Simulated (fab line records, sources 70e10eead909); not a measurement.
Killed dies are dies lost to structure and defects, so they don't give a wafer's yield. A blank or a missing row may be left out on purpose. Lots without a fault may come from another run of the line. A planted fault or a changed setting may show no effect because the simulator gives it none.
fab line records | flow nand_harc | part 1 of 2: steps 1 to 20 of 28
record lots=5 wafers=15 last_day=31
route steps=1302 shown A_CONTACT@1072
lots that met no fault: from a run of the same line without faults
start_h: hours from the record's first day to the start of the lot's first wafer shown | wait_h: hours since the lot's step before | " the same as in the row above | L1.1+2: a row that stands for several wafers | - no value, or no start given | * or withheld: withheld | < > ~ a bound
route shown NAME@n: a module of which the file shows steps, and the number in the route of the first | usual: mean/standard deviation of fault-free wafers | same: alike in all rows | chamber/n: place in a boat | sites: the reading at each site | _std_site: their standard deviation | _edge_site: outer sites' mean less inner sites' | radius_mm: how far each site lies from the wafer's centre | mask NAME#n: copy n | behind: the tool/chamber that last shaped the wafer | hold: why the lot was held/for how many hours/how that ended | device: the transistor (n, p or np) that didn't switch | end of line: the same wafers' tests at the end of the route | a step without rows: its recipe alone | killed: dies lost to structure and defects at the first sort, not the wafer's yield | map: a wafer's dies, x killed, . not, _ none there
set.NAME: the setting as run; set.NAME@STEP: as run at that earlier step | model.NAME: the simulator's own value behind a step, which no gauge read
lots at some steps of the route; a table a step, a row a wafer
services: from which hour (start_h, from the record's first day; less than 0 if before it) a tool's chamber was out of use, for how many hours, and why
## steps
# step NHARC_A_CONTACT_COAT_02
# recipe spin_rpm=1500 resist_thk_nm=90
# usual chill_plate_temp_C=22.99/0.11
# columns lot.wafer tool chamber start_h wait_h chill_plate_temp_C
L074.3 litho_track-06 0 - - 23.06
L074.4 " 0 " " 22.92
L074.6 " 0 " " 23.03
L078.3 litho_track-04 0 - - 23.15
L078.4 " 0 " " 22.99
L078.6 " 0 " " 23.15
L079.3 litho_track-06 0 - - 23.00
L079.4 " 0 " " 23.00
L079.6 " 0 " " 23.02
L086.3 litho_track-04 0 - - 22.96
L086.4 " 0 " " 22.99
L086.6 " 0 " " 22.96
L089.1 litho_track-04 0 - - 22.98
L089.4 " 0 " " 22.90
L089.6 " 0 " " 22.91
# step NHARC_A_CONTACT_SOFTBAKE_03
# recipe temp_c=105 time_s=55
# usual chill_plate_temp_C=23.01/0.11
# columns lot.wafer tool chamber start_h wait_h chill_plate_temp_C
L074.3 litho_track-06 0 - - 23.05
L074.4 " 0 " " 23.05
L074.6 " 0 " " 22.99
L078.3 litho_track-04 0 - - 22.91
L078.4 " 0 " " 23.01
L078.6 " 0 " " 23.04
L079.3 litho_track-06 0 - - 23.04
L079.4 " 0 " " 22.94
L079.6 " 0 " " 23.02
L086.3 litho_track-04 0 - - 23.09
L086.4 " 0 " " 23.16
L086.6 " 0 " " 23.11
L089.1 litho_track-04 0 - - 22.82
L089.4 " 0 " " 22.95
L089.6 " 0 " " 22.92
# step NHARC_A_CONTACT_EBR_04
# usual chill_plate_temp_C=23.00/0.099
# columns lot.wafer tool chamber start_h wait_h chill_plate_temp_C
L074.3 litho_track-06 0 - - 23.00
L074.4 " 0 " " 23.01
L074.6 " 0 " " 23.18
L078.3 litho_track-04 0 - - 23.03
L078.4 " 0 " " 22.96
L078.6 " 0 " " 22.97
L079.3 litho_track-06 0 - - 22.98
L079.4 " 0 " " 22.91
L079.6 " 0 " " 22.91
L086.3 litho_track-04 0 - - 23.05
L086.4 " 0 " " 23.01
L086.6 " 0 " " 23.02
L089.1 litho_track-04 0 - - 22.93
L089.4 " 0 " " 22.89
L089.6 " 0 " " 22.92
# step NHARC_A_CONTACT_EXPOSE_05
# recipe na=1.35 sigma_outer=0.8 dose_mj=84.24 mask_id=A_CC
# usual reticle_temp_C=22.99/0.1
# columns lot.wafer tool chamber start_h wait_h mask reticle_temp_C
L074.3 arfi_scanner-01 0 515.97 - A_CC#0 23.09
L074.4 " 0 " " A_CC#0 23.04
L074.6 " 0 " " A_CC#0 22.88
L078.3 arfi_scanner-03 0 544.37 - A_CC#0 23.15
L078.4 " 0 " " A_CC#0 22.95
L078.6 " 0 " " A_CC#0 23.05
L079.3 arfi_scanner-03 0 564.30 - A_CC#0 23.00
L079.4 " 0 " " A_CC#0 22.99
L079.6 " 0 " " A_CC#0 22.93
L086.3 arfi_scanner-03 0 634.06 - A_CC#0 22.92
L086.4 " 0 " " A_CC#0 22.94
L086.6 " 0 " " A_CC#0 22.92
L089.1 arfi_scanner-03 0 688.52 - A_CC#0 23.02
L089.4 " 0 " " A_CC#0 22.98
L089.6 " 0 " " A_CC#0 23.04
# step NHARC_A_CONTACT_PEB_06
# recipe peb_temp_c=100 peb_time_s=65
# usual chill_plate_temp_C=23.01/0.11
# columns lot.wafer tool chamber start_h wait_h chill_plate_temp_C
L074.3 litho_track-01 0 516.02 0.0 22.90
L074.4 " 0 " " 23.08
L074.6 " 0 " " 22.92
L078.3 litho_track-01 0 544.42 0.0 23.16
L078.4 " 0 " " 22.87
L078.6 " 0 " " 23.06
L079.3 litho_track-04 0 564.35 0.0 22.89
L079.4 " 0 " " 22.95
L079.6 " 0 " " 22.88
L086.3 litho_track-04 0 634.11 0.0 23.01
L086.4 " 0 " " 23.13
L086.6 " 0 " " 23.01
L089.1 litho_track-04 0 688.59 0.1 23.27
L089.4 " 0 " " 23.23
L089.6 " 0 " " 23.16
# step NHARC_A_CONTACT_DEVELOP_07
# recipe develop_time_s=35 dev_temp_c=23
# usual chill_plate_temp_C=22.98/0.1
# columns lot.wafer tool chamber start_h wait_h chill_plate_temp_C
L074.3 litho_track-01 0 - - 22.87
L074.4 " 0 " " 23.10
L074.6 " 0 " " 23.01
L078.3 litho_track-01 0 - - 22.93
L078.4 " 0 " " 23.07
L078.6 " 0 " " 23.08
L079.3 litho_track-04 0 - - 23.02
L079.4 " 0 " " 23.07
L079.6 " 0 " " 23.02
L086.3 litho_track-04 0 - - 22.97
L086.4 " 0 " " 23.06
L086.6 " 0 " " 23.10
L089.1 litho_track-04 0 - - 22.96
L089.4 " 0 " " 22.91
L089.6 " 0 " " 22.98
# step NHARC_A_CONTACT_CD_MEAS_08
# recipe target_cd_nm=200 landing_energy_ev=500
# usual cd_nm=200.0/0.54
# columns lot.wafer tool chamber start_h wait_h cd_nm
L074.3 cd_sem-01 0 516.10 - 199.6
L074.4 " 0 " " 199.8
L074.6 " 0 " " 199.6
L078.3 cd_sem-03 0 544.51 - 199.5
L078.4 " 0 " " 199.4
L078.6 " 0 " " 200.1
L079.3 cd_sem-03 0 564.43 - 201.3
L079.4 " 0 " " 200.5
L079.6 " 0 " " 200.4
L086.3 cd_sem-03 0 634.19 - 200.0
L086.4 " 0 " " 199.6
L086.6 " 0 " " 200.2
L089.1 cd_sem-02 0 688.66 - 199.0
L089.4 " 0 " " 200.0
L089.6 " 0 " " 199.9
# step NHARC_A_CONTACT_OVL_MEAS_09
# usual overlay_x_nm=0.0/1 overlay_y_nm=0.1/0.79
# columns lot.wafer tool chamber start_h wait_h overlay_x_nm overlay_y_nm
L074.3 overlay-02 - 516.19 - -1.7 1.6
L074.4 " - " " -1.0 1.2
L074.6 " - " " -1.5 0.9
L078.3 overlay-02 - 544.59 - -0.5 0.3
L078.4 " - " " -0.1 0.1
L078.6 " - " " -0.1 0.4
L079.3 overlay-01 - 564.52 - 0.1 -0.2
L079.4 " - " " -0.7 -0.5
L079.6 " - " " 0.1 -0.6
L086.3 overlay-02 - 634.28 - -1.7 1.1
L086.4 " - " " -2.5 1.5
L086.6 " - " " -1.8 0.3
L089.1 overlay-02 - 688.75 - 1.3 -0.3
L089.4 " - " " 1.1 0.2
L089.6 " - " " 1.2 -0.5
# step NHARC_A_CONTACT_INSPECT_10
# usual raw_defect_count=84/29
# columns lot.wafer tool chamber start_h wait_h raw_defect_count
L074.3 defect_inspect-01 - 516.22 0.0 120
L074.4 " - " " 140
L074.6 " - " " 156
L078.3 defect_inspect-02 - 544.63 0.0 61
L078.4 " - " " 58
L078.6 " - " " 77
L079.3 defect_inspect-02 - 564.56 0.0 99
L079.4 " - " " 69
L079.6 " - " " 75
L086.3 defect_inspect-02 - 634.31 0.0 42
L086.4 " - " " 37
L086.6 " - " " 39
L089.1 defect_inspect-02 - 688.79 0.0 66
L089.4 " - " " 70
L089.6 " - " " 68
# step NHARC_A_CONTACT_DESCUM_13
# recipe time_s=3 o2_flow_sccm=200 ar_flow_sccm=0 bias_power_w=0 chemistry=O2
# usual drypump_motor_current_A=5.6/0.43 oes_product_au=0.999/0.0094 rf_vpp_V=57.7/0.94 showerhead_plenum_p_Torr=1.89/0.094 throttle_valve_pct=11.311/0.0086
# columns lot.wafer tool chamber start_h wait_h drypump_motor_current_A oes_product_au rf_hours_counter_h rf_vpp_V showerhead_plenum_p_Torr throttle_valve_pct
L074.4 rie_diel-02 1 516.30 0.1 6.2 1.005 17 58.0 2.01 11.320
L074.3 " 2 " " 5.1 0.991 18 58.3 1.90 11.320
L074.6 " 0 " " 5.8 1.016 - 56.6 1.80 11.304
L078.3 rie_diel-02 2 544.69 0.1 5.1 0.991 25 57.8 1.90 11.319
L078.4 " 0 " " 5.8 1.010 24 56.8 1.79 11.320
L078.6 " 3 " " 6.1 0.997 - 58.1 1.85 11.316
L079.4 rie_diel-03 1 564.61 0.1 6.3 0.999 26 57.6 1.78 11.314
L079.3 " 3 " " 5.6 0.991 38 58.1 1.90 11.303
L079.6 " 2 " " 5.6 1.003 - 58.1 2.07 11.315
L086.3 rie_diel-10 1 634.39 0.1 6.0 0.996 9 58.9 1.77 11.323
L086.6 " 1 " " 6.0 1.007 - 56.9 1.77 11.312
L086.4 " 2 " " 5.1 0.988 - 57.6 1.89 11.313
L089.4 rie_diel-10 0 688.85 0.1 5.2 1.017 25 56.8 1.84 11.302
L089.1 " 1 " " 6.0 1.005 31 59.0 1.77 11.300
L089.6 " 1 " " 6.0 1.005 - 56.9 1.77 11.307
# step NHARC_A_CONTACT_ETCH_88
# recipe target_depth_a=390 over_etch_frac=0.3 time_s=65 ion_energy_ev=80 cf4_flow_sccm=150 ar_flow_sccm=0 rf_w=300 bias_w=100 chemistry=CF4
# usual drypump_motor_current_A=5.7/0.41 oes_product_au=0.998/0.0094 rf_vpp_V=151.0/1.3 showerhead_plenum_p_Torr=1.75/0.082 throttle_valve_pct=13.284/0.0096
# same over_etch_frac=0.3
# columns lot.wafer tool chamber start_h wait_h drypump_motor_current_A oes_product_au rf_hours_counter_h rf_vpp_V showerhead_plenum_p_Torr throttle_valve_pct
L074.3 rie_diel-02 3 516.37 0.1 6.1 0.996 19 152.3 1.72 13.295
L074.4 " 1 " " 6.2 0.993 17 152.3 1.85 13.289
L074.6 " 3 " " 6.1 0.993 - 150.0 1.72 13.270
L078.4 rie_diel-02 0 544.79 0.1 5.8 1.002 24 150.3 1.67 13.287
L078.3 " 3 " " 6.1 1.004 25 152.0 1.72 13.269
L078.6 " 1 " " 6.2 0.983 - 151.5 1.85 13.288
L079.3 rie_diel-03 3 564.70 0.1 5.6 0.993 38 150.5 1.75 13.304
L079.4 " 1 " " 6.3 0.990 26 151.0 1.65 13.274
L079.6 " 3 " " 5.6 0.992 - 149.6 1.75 13.297
L086.3 rie_diel-10 1 634.54 0.1 6.0 0.999 9 149.8 1.65 13.284
L086.6 " 2 " " 5.1 0.991 - 152.3 1.75 13.290
L086.4 " 0 " " 5.2 1.002 - 150.9 1.71 13.278
L089.1 rie_diel-10 3 689.02 0.2 5.5 1.007 23 153.8 1.88 13.279
L089.4 " 0 " " 5.3 1.022 25 149.2 1.70 13.299
L089.6 " 2 " " 5.1 0.986 - 151.6 1.74 13.265
# step NHARC_A_CONTACT_ETCH_89
# recipe target_depth_a=2600 over_etch_frac=0.3 time_s=475.3 ion_energy_ev=200 n2_flow_sccm=150 h2_flow_sccm=150 ar_flow_sccm=0 rf_w=400 bias_w=150 chemistry=N2/H2
# usual drypump_motor_current_A=5.7/0.43 oes_product_au=0.998/0.0097 rf_vpp_V=430/3.1 showerhead_plenum_p_Torr=2.02/0.1 throttle_valve_pct=14.172/0.009
# same over_etch_frac=0.3
# columns lot.wafer tool chamber start_h wait_h drypump_motor_current_A oes_product_au rf_hours_counter_h rf_vpp_V showerhead_plenum_p_Torr throttle_valve_pct
L074.3 rie_diel-02 1 - - 6.2 0.996 17 435 2.15 14.183
L074.4 " 0 " " 5.8 1.018 18 428 1.91 14.155
L074.6 " 1 " " 6.2 0.989 - 432 2.15 14.170
L078.4 rie_diel-02 0 - - 5.8 1.026 24 426 1.91 14.173
L078.3 " 2 " " 5.1 0.999 25 431 2.03 14.182
L078.6 " 3 " " 6.1 0.999 - 429 1.97 14.171
L079.4 rie_diel-03 1 - - 6.3 0.987 26 426 1.89 14.181
L079.3 " 3 " " 5.6 1.001 38 431 2.02 14.168
L079.6 " 1 " " 6.3 0.988 - 425 1.89 14.188
L086.3 rie_diel-10 1 - - 6.1 1.000 9 425 1.88 14.180
L086.4 " 0 " " 5.2 1.014 - 428 1.96 14.179
L086.6 " 1 " " 6.1 1.011 - 428 1.89 14.168
L089.1 rie_diel-10 1 - - 6.0 1.010 31 424 1.88 14.177
L089.4 " 0 " " 5.2 1.019 25 427 1.96 14.187
L089.6 " 2 " " 5.1 0.986 - 430 2.01 14.162
# step NHARC_A_CONTACT_ETCH_30
# recipe target_depth_a=726 time_s=36.3 cf4_flow_sccm=100 chf3_flow_sccm=30 ar_flow_sccm=0 rf_w=500 bias_w=200 chemistry=CF4/CHF3
# usual drypump_motor_current_A=5.7/0.41 oes_product_au=0.932/0.02 rf_vpp_V=369.9/2.6 showerhead_plenum_p_Torr=1.55/0.073 throttle_valve_pct=16.802/0.0096
# columns lot.wafer tool chamber start_h wait_h drypump_motor_current_A oes_product_au rf_hours_counter_h rf_vpp_V showerhead_plenum_p_Torr throttle_valve_pct
L074.4 rie_diel-02 2 - - 5.1 0.916 18 369.6 1.57 16.797
L074.3 " 1 " " 6.2 0.915 17 373.1 1.65 16.806
L074.6 " 3 " " 6.1 0.921 - 369.5 1.53 16.797
L078.4 rie_diel-02 3 - - 6.1 0.914 26 370.1 1.53 16.806
L078.3 " 1 " " 6.3 0.915 24 374.2 1.65 16.790
L078.6 " 3 " " 6.1 0.919 - 369.8 1.53 16.792
L079.4 rie_diel-03 3 - - 5.6 0.932 38 369.6 1.56 16.800
L079.3 " 1 " " 6.3 0.918 26 365.7 1.47 16.804
L079.6 " 3 " " 5.6 0.924 - 370.7 1.56 16.798
L086.3 rie_diel-10 0 - - 5.2 0.950 2 367.0 1.52 16.788
L086.6 " 0 " " 5.2 0.955 - 368.7 1.52 16.804
L086.4 " 1 " " 6.0 0.924 - 366.9 1.46 16.803
L089.4 rie_diel-10 0 - - 5.2 0.930 25 368.3 1.51 16.796
L089.1 " 1 " " 6.0 0.923 31 365.2 1.46 16.808
L089.6 " 2 " " 5.1 0.893 - 369.0 1.55 16.789
# step NHARC_A_CONTACT_ETCH_31
# recipe target_depth_a=28000 over_etch_frac=0.3 time_s=728 ion_energy_ev=150 o2_flow_sccm=400 cos_flow_sccm=20 ar_flow_sccm=0 rf_w=500 bias_w=300 chemistry=O2/COS
# usual drypump_motor_current_A=5.7/0.42 oes_product_au=0.998/0.0098 rf_vpp_V=313.7/2.4 showerhead_plenum_p_Torr=3.09/0.15 throttle_valve_pct=28.331/0.009
# same over_etch_frac=0.3
# columns lot.wafer tool chamber start_h wait_h drypump_motor_current_A oes_product_au rf_hours_counter_h rf_vpp_V showerhead_plenum_p_Torr throttle_valve_pct
L074.4 rie_diel-02 0 - - 5.8 1.004 18 310.6 2.94 28.335
L074.3 " 3 " " 6.1 1.010 19 313.7 3.03 28.340
L074.6 " 0 " " 5.8 1.011 - 311.5 2.94 28.322
L078.3 rie_diel-02 3 - - 6.1 1.006 26 312.7 3.03 28.328
L078.4 " 1 " " 6.2 0.995 24 316.9 3.27 28.342
L078.6 " 3 " " 6.1 1.009 - 312.6 3.03 28.332
L079.3 rie_diel-03 3 - - 5.6 1.004 38 313.6 3.10 28.345
L079.4 " 0 " " 5.6 1.002 38 315.8 3.26 28.340
L079.6 " 3 " " 5.6 1.003 - 314.3 3.10 28.334
L086.3 rie_diel-10 2 - - 5.1 1.003 10 313.5 3.09 28.336
L086.4 " 1 " " 6.0 1.011 - 310.2 2.91 28.331
L086.6 " 2 " " 5.1 0.995 - 313.5 3.09 28.326
L089.1 rie_diel-10 1 - - 6.0 0.994 31 311.1 2.89 28.317
L089.4 " 2 " " 5.1 0.987 30 311.8 3.08 28.338
L089.6 " 3 " " 5.5 1.005 - 315.7 3.33 28.334
# step NHARC_A_CONTACT_ETCH_134
# recipe source_w=withheld pressure_mtorr=20 bias_v=withheld time_s=140 target_depth_a=7000 ar_flow_sccm=withheld c4f8_flow_sccm=withheld o2_flow_sccm=withheld chemistry=C4F8/O2/Ar
# columns lot.wafer tool chamber start_h wait_h rf_hours_counter_h
L074.4 har_cap_etch-02 1 517.50 - -
L074.3 " 0 " " -
L074.6 " 0 " " -
L078.3 har_cap_etch-02 0 545.91 - -
L078.4 " 1 " " -
L078.6 " 0 " " -
L079.4 har_cap_etch-01 1 565.80 - -
L079.3 " 0 " " -
L079.6 " 1 " " -
L086.4 har_cap_etch-01 0 635.84 - -
L086.3 " 1 " " -
L086.6 " 1 " " -
L089.1 har_cap_etch-01 0 690.11 - 31
L089.4 " 0 " " -
L089.6 " 0 " " -
# step NHARC_A_CONTACT_ETCH_135
# recipe source_w=withheld pressure_mtorr=20 bias_v=1200 time_s=311 target_depth_a=19120 ar_flow_sccm=withheld c4f8_flow_sccm=withheld o2_flow_sccm=withheld chemistry=C4F8/O2/Ar
# columns lot.wafer tool chamber start_h wait_h rf_hours_counter_h
L074.4 har_cap_etch-02 1 517.72 0.2 -
L074.3 " 0 " " -
L074.6 " 0 " " -
L078.3 har_cap_etch-02 0 546.13 0.2 -
L078.4 " 1 " " -
L078.6 " 0 " " -
L079.4 har_cap_etch-01 1 566.03 0.2 -
L079.3 " 0 " " -
L079.6 " 1 " " -
L086.4 har_cap_etch-01 0 636.06 0.2 -
L086.3 " 1 " " -
L086.6 " 1 " " -
L089.1 har_cap_etch-01 0 690.32 0.2 32
L089.4 " 0 " " -
L089.6 " 0 " " -
# step NHARC_A_CONTACT_ETCH_136
# recipe source_w=withheld pressure_mtorr=20 bias_v=1200 time_s=311 target_depth_a=19120 ar_flow_sccm=withheld c4f8_flow_sccm=withheld o2_flow_sccm=withheld chemistry=C4F8/O2/Ar
# columns lot.wafer tool chamber start_h wait_h rf_hours_counter_h
L074.4 har_cap_etch-02 1 517.99 0.2 -
L074.3 " 0 " " -
L074.6 " 0 " " -
L078.3 har_cap_etch-02 0 546.40 0.2 -
L078.4 " 1 " " -
L078.6 " 0 " " -
L079.4 har_cap_etch-01 1 566.30 0.2 -
L079.3 " 0 " " -
L079.6 " 1 " " -
L086.4 har_cap_etch-01 0 636.33 0.2 -
L086.3 " 1 " " -
L086.6 " 1 " " -
L089.1 har_cap_etch-01 0 690.60 0.2 32
L089.4 " 0 " " -
L089.6 " 0 " " -
# step NHARC_A_CONTACT_ETCH_137
# recipe source_w=withheld pressure_mtorr=20 bias_v=1200 time_s=311 target_depth_a=19120 ar_flow_sccm=withheld c4f8_flow_sccm=withheld o2_flow_sccm=withheld chemistry=C4F8/O2/Ar
# columns lot.wafer tool chamber start_h wait_h rf_hours_counter_h
L074.4 har_cap_etch-02 1 518.26 0.2 -
L074.3 " 0 " " -
L074.6 " 0 " " -
L078.3 har_cap_etch-02 0 546.68 0.2 -
L078.4 " 1 " " -
L078.6 " 0 " " -
L079.4 har_cap_etch-01 1 566.57 0.2 -
L079.3 " 0 " " -
L079.6 " 1 " " -
L086.4 har_cap_etch-01 0 636.61 0.2 -
L086.3 " 1 " " -
L086.6 " 1 " " -
L089.1 har_cap_etch-01 0 690.87 0.2 32
L089.4 " 0 " " -
L089.6 " 0 " " -
# step NHARC_A_CONTACT_ETCH_138
# recipe source_w=withheld pressure_mtorr=20 bias_v=1200 time_s=311 target_depth_a=19140 ar_flow_sccm=withheld c4f8_flow_sccm=withheld o2_flow_sccm=withheld chemistry=C4F8/O2/Ar
# columns lot.wafer tool chamber start_h wait_h rf_hours_counter_h
L074.4 har_cap_etch-02 1 518.54 0.2 -
L074.3 " 0 " " -
L074.6 " 0 " " -
L078.3 har_cap_etch-02 0 546.95 0.2 -
L078.4 " 1 " " -
L078.6 " 0 " " -
L079.4 har_cap_etch-01 1 566.84 0.2 -
L079.3 " 0 " " -
L079.6 " 1 " " -
L086.4 har_cap_etch-01 0 636.88 0.2 -
L086.3 " 1 " " -
L086.6 " 1 " " -
L089.1 har_cap_etch-01 0 691.14 0.2 32
L089.4 " 0 " " -
L089.6 " 0 " " -
# step NHARC_A_CONTACT_ETCH_139
# recipe source_w=withheld pressure_mtorr=20 bias_v=400 time_s=195 target_depth_a=8400 ar_flow_sccm=withheld c4f8_flow_sccm=11.5 o2_flow_sccm=7.2 chemistry=C4F8/O2/Ar
# columns lot.wafer tool chamber start_h wait_h rf_hours_counter_h
L074.4 har_cap_etch-02 1 518.81 0.2 -
L074.3 " 0 " " -
L074.6 " 0 " " -
L078.3 har_cap_etch-02 0 547.22 0.2 -
L078.4 " 1 " " -
L078.6 " 0 " " -
L079.4 har_cap_etch-01 1 567.11 0.2 -
L079.3 " 0 " " -
L079.6 " 1 " " -
L086.4 har_cap_etch-01 0 637.15 0.2 -
L086.3 " 1 " " -
L086.6 " 1 " " -
L089.1 har_cap_etch-01 0 691.42 0.2 33
L089.4 " 0 " " -
L089.6 " 0 " " -
